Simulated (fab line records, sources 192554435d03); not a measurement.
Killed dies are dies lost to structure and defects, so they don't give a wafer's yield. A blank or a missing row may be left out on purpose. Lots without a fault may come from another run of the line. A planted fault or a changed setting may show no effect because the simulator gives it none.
fab line records | flow n5_finfet
record lots=4 wafers=12 last_day=18
route steps=1938 shown BEOL_M4@1107 BEOL_M5@1112 PASSIVATION@1936
lots that met no fault: from a run of the same line without faults
start_h: hours from the record's first day to the start of the lot's first wafer shown | wait_h: hours since the lot's step before | " the same as in the row above | L1.1+2: a row that stands for several wafers | - no value, or no start given | * or withheld: withheld | < > ~ a bound
route shown NAME@n: a module of which the file shows steps, and the number in the route of the first | usual: mean/standard deviation of fault-free wafers | same: alike in all rows | chamber/n: place in a boat | sites: the reading at each site | _std_site: their standard deviation | _edge_site: outer sites' mean less inner sites' | radius_mm: how far each site lies from the wafer's centre | mask NAME#n: copy n | behind: the tool/chamber that last shaped the wafer | hold: why the lot was held/for how many hours/how that ended | device: the transistor (n, p or np) that didn't switch | end of line: the same wafers' tests at the end of the route | a step without rows: its recipe alone | killed: dies lost to structure and defects at the first sort, not the wafer's yield | map: a wafer's dies, x killed, . not, _ none there
set.NAME: the setting as run; set.NAME@STEP: as run at that earlier step | model.NAME: the simulator's own value behind a step, which no gauge read
lots at some steps of the route; a table a step, a row a wafer
services: from which hour (start_h, from the record's first day; less than 0 if before it) a tool's chamber was out of use, for how many hours, and why
## steps
# step N5_BEOL_M4_PRE_CLEAN_56
# recipe gas=NH3 time_s=15 temp_c=withheld rf_power_w=300
# step N5_BEOL_M4_DEP_57
# recipe material=SiCN target_thk_a=80 temp_c=withheld precursor=3MS/NH3 pressure_torr=3 rf_w=202 time_s=14
# step N5_BEOL_M5_ILD_DEP_00
# recipe material=SiCOH_lowk target_thk_a=1406.4 temp_c=300 precursor=DEMS/porogen pressure_torr=5 rf_w=500 time_s=25.9
# step N5_BEOL_M5_CURE_79
# recipe temp_c=385 time_s=240 ambient=He/Ar material=SiCOH_lowk
# step N5_BEOL_M5_PECVD_70
# recipe material=SiO2 target_thk_a=160 temp_c=400 precursor=TEOS/O2 pressure_torr=5.5 rf_w=450 teos_flow_sccm=53.8 gas=O2 flow_sccm=3000 time_s=18
# step N5_BEOL_M5_HM_DEP_02
# recipe material=TiN target_thk_a=200 temp_c=25 chamber_pressure_pa=0.49996
# step N5_BEOL_M5_COAT_59
# recipe resist=SOC temp_c=250 time_s=60 spin_rpm=1500 resist_thk_nm=60
# step N5_BEOL_M5_COAT_60
# recipe resist=SiARC temp_c=220 time_s=60 spin_rpm=1500 resist_thk_nm=12
# step N5_BEOL_M5_COAT_71
# recipe resist=underlayer temp_c=205 time_s=60 spin_rpm=1500 resist_thk_nm=5
# usual spin_speed_rpm=1500.0/0.94
# columns lot.wafer tool chamber start_h wait_h spin_speed_rpm
L365.1 litho_track-05 0 188.06 - 1500.4
L365.2 " 0 " " 1500.1
L365.5 " 0 " " 1499.5
L377.1 litho_track-05 0 265.48 - 1650.0
L377.2 " 0 " " 1650.5
L377.5 " 0 " " 1647.9
L379.3 litho_track-05 0 268.51 - 1647.8
L379.4 " 0 " " 1649.1
L379.5 " 0 " " 1648.6
L387.1 litho_track-04 0 318.92 - 1500.2
L387.4 " 0 " " 1500.4
L387.6 " 0 " " 1500.0
# step N5_BEOL_M5_COAT_05
# recipe resist=CAR-EUV spin_rpm=1500 resist_thk_nm=30
# step N5_BEOL_M5_EBR_07
# recipe solvent=PGMEA ebr_width_mm=1.5
# step N5_BEOL_M5_SOFTBAKE_06
# recipe temp_c=110 time_s=60 resist=CAR-EUV
# step N5_BEOL_M5_EXPOSE_08
# recipe mask_id=M5 na=0.33 source_shape=annular sigma_inner=0.4 sigma_outer=0.8 polarization=unpolarized target_cd_nm=28 dose_mj=35.75
# step N5_BEOL_M5_PEB_09
# recipe peb_temp_c=100 peb_time_s=60 resist=CAR-EUV
# step N5_BEOL_M5_DEVELOP_10
# recipe develop_time_s=30 developer=TMAH resist=CAR-EUV rinse_liquid=surfactant_rinse dry=air_spin dev_temp_c=23
# step N5_BEOL_M5_DESCUM_16
# recipe chemistry=O2 time_s=7 source_power_w=50 bias_power_w=20 pressure_mtorr=20 rf_frequency_hz=2.712e+07 temp_c=40 resist=CAR-EUV o2_flow_sccm=225
# step N5_BEOL_M5_ETCH_72
# recipe chemistry=N2/H2 target=underlayer target_depth_a=65 mask_material=CAR-EUV time_s=5.2 ion_energy_ev=200 pressure_mtorr=30 source_w=840 bias_w=150 n2_flow_sccm=200 h2_flow_sccm=200 ends=cleared
# usual bias_w=150.0/0.44 drypump_motor_current_A=5.77/0.3 etch_rf_on_time_s=5.19/0.19 oes_product_au=0.67/0.065 rf_vpp_V=522.6/2.6 showerhead_plenum_p_Torr=2.50/0.094 throttle_valve_pct=17.89/0.19
# columns lot.wafer tool chamber start_h wait_h bias_w drypump_motor_current_A etch_rf_on_time_s oes_product_au rf_hours_counter_h rf_vpp_V showerhead_plenum_p_Torr throttle_valve_pct model.etch.depth_nm
L365.1 rie_diel-06 3 188.60 0.0 150.2 5.89 4.93 0.68 137 521.0 2.43 17.68 5.007
L365.2 " 1 " " 150.4 5.66 5.20 0.64 169 519.7 2.45 18.02 5.002
L365.5 " 1 " " 149.7 5.68 5.20 0.65 - 521.4 2.45 18.00 5.004
L377.1 rie_diel-03 2 266.03 0.0 149.9 6.08 4.76 0.58 229 519.6 2.41 17.83 4.761
L377.2 " 1 " " 149.1 5.94 4.80 0.64 168 521.9 2.55 18.01 4.774
L377.5 " 0 " " 149.9 6.47 5.07 0.73 - 522.8 2.47 17.62 4.769
L379.3 rie_diel-05 3 269.05 0.0 149.9 5.94 5.20 0.67 91 523.4 2.59 18.20 4.789
L379.4 " 2 " " 148.8 5.32 5.42 0.58 218 524.2 2.48 17.69 4.807
L379.5 " 0 " " 150.5 5.51 4.92 0.77 - 523.5 2.61 18.17 4.782
L387.1 rie_diel-06 1 319.57 0.0 150.4 5.66 5.23 0.61 212 520.4 2.43 18.07 4.983
L387.4 " 0 " " 150.0 5.57 5.35 0.70 80 523.1 2.46 17.76 4.996
L387.6 " 2 " " 149.8 5.32 5.03 0.78 - 530.3 2.73 17.92 5.002
# step N5_BEOL_M5_ETCH_61
# recipe chemistry=CF4 target=SiARC target_depth_a=156 mask_material=CAR-EUV time_s=26 ion_energy_ev=80 pressure_mtorr=40 source_w=545 bias_w=36 Ar_flow_sccm=100 cf4_flow_sccm=100 ends=cleared
# step N5_PASSIVATION_PROBE_49
# usual defect_limited_yield=91.1/1.4 killed_at_M0_to_M3=34/11 killed_at_M4_up=14/5.6 killed_at_contacts=13/5.9 killed_at_front_end=40/11 killed_at_other=4/3.1 killed_dies=105/16 killed_open=68/11 killed_short=34/8.4 sort_bin_4_leakage=0.01/0.11 sort_bin_5_function=5.2/0.86 sort_bin_6_memory=3.2/0.7 sort_bin_8_speed=0.1/1.1 sort_n_pass=1074/21 sort_yield_pct=91.0/1.8
# same gross_dies=1180 killed_at_back_side=0
# columns lot.wafer tool chamber start_h wait_h defect_limited_yield[%] killed_at_M0_to_M3 killed_at_M4_up killed_at_contacts killed_at_front_end killed_at_other killed_dies killed_open killed_short sort_bin_4_leakage[%] sort_bin_5_function[%] sort_bin_6_memory[%] sort_bin_8_speed[%] sort_n_pass sort_yield_pct[%]
L379.3 prober-02 - 381.57 0.1 93.3 31 16 12 20 0 79 58 19 0 4.2 2.4 0 1101 93.3
L379.4 prober-02 - 381.62 0.2 90.1 45 16 12 43 1 117 77 32 0 5.9 3.1 0 1063 90.1
L379.5 prober-02 - 381.67 0.2 93.1 13 16 10 40 2 81 52 25 0 4.7 1.9 0 1099 93.1
# killed by level:class
L379.3 MOL_CONTACT_COAG:geometric_particle:open=10 STI_FIN_REVEAL:geometric_particle:open=9 BEOL_M0_SAQP:geometric_particle:short=7 BEOL_M4:geometric_particle:open=7 BEOL_M0_SAQP:geometric_particle:open=5 BEOL_M1:geometric_particle:open=5 BEOL_M5:geometric_particle:open=5 FIN_SAQP:geometric_particle:open=4
L379.4 BEOL_M0_SAQP:geometric_particle:short=13 FIN_SAQP:geometric_particle:open=12 STI_FIN_REVEAL:geometric_particle:open=10 MOL_CONTACT_COAG:geometric_particle:open=9 BEOL_M0_SAQP:geometric_particle:open=8 BEOL_M2:geometric_particle:open=8 BEOL_M5:geometric_particle:open=7 BEOL_M1:geometric_particle:open=5
L379.5 STI_FIN_REVEAL:geometric_particle:open=10 FIN_SAQP:geometric_particle:open=9 MOL_CONTACT_COAG:geometric_particle:open=9 BEOL_M4:geometric_particle:open=8 FIN_SAQP:geometric_particle:short=6 STARTING-WAFER:geometric_particle:short=5 BEOL_M0_SAQP:geometric_particle:short=4 DUMMY_GATE:geometric_particle:open=3
## services
# columns tool chamber start_h hours kind
rie_diel-06 3 165.87 11.5 repair
rie_diel-06 2 182.28 6.3 repair
rie_diel-06 2 188.79 - clean
rie_diel-06 2 188.79 - consumable_replace:focus_ring
rie_diel-06 2 188.79 - consumable_replace:showerhead
rie_diel-06 2 188.79 20.9 scheduled_down
rie_diel-06 2 188.79 20.9 vent_cycle
rie_diel-03 3 204.13 13.8 repair
litho_track-05 - 211.65 - consumable_replace:filter
rie_diel-06 - 216.83 4.3 pm
rie_diel-05 3 228.51 2.4 repair
rie_diel-06 2 235.86 5.7 repair
litho_track-05 - 236.04 - consumable_replace:filter
litho_track-05 - 243.01 - consumable_replace:filter
rie_diel-05 - 249.68 4.3 pm
litho_track-04 - 287.22 - consumable_replace:filter
rie_diel-05 - 290.91 0.9 repair
## key
first_sign step=N5_BEOL_M5_COAT_71 reading=spin_speed_rpm direction=up sigmas=99+ usual=* struck=*
effect none on later readings
model_effect step=N5_BEOL_M5_ETCH_72 value=etch.depth_nm without=5.012 struck=4.781
met_at N5_BEOL_M5_COAT_71
struck_wafers L377.1,L377.2,L377.5,L379.3,L379.4,L379.5
onset_between 188.06 265.48
fault kind=process_parameter_drift tool=litho_track-05 chamber=- onset_h=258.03 steps=N5_BEOL_M5_COAT_71 channel=spin_rpm offset=* shape=step end_h=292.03 acts_in=* stated=*
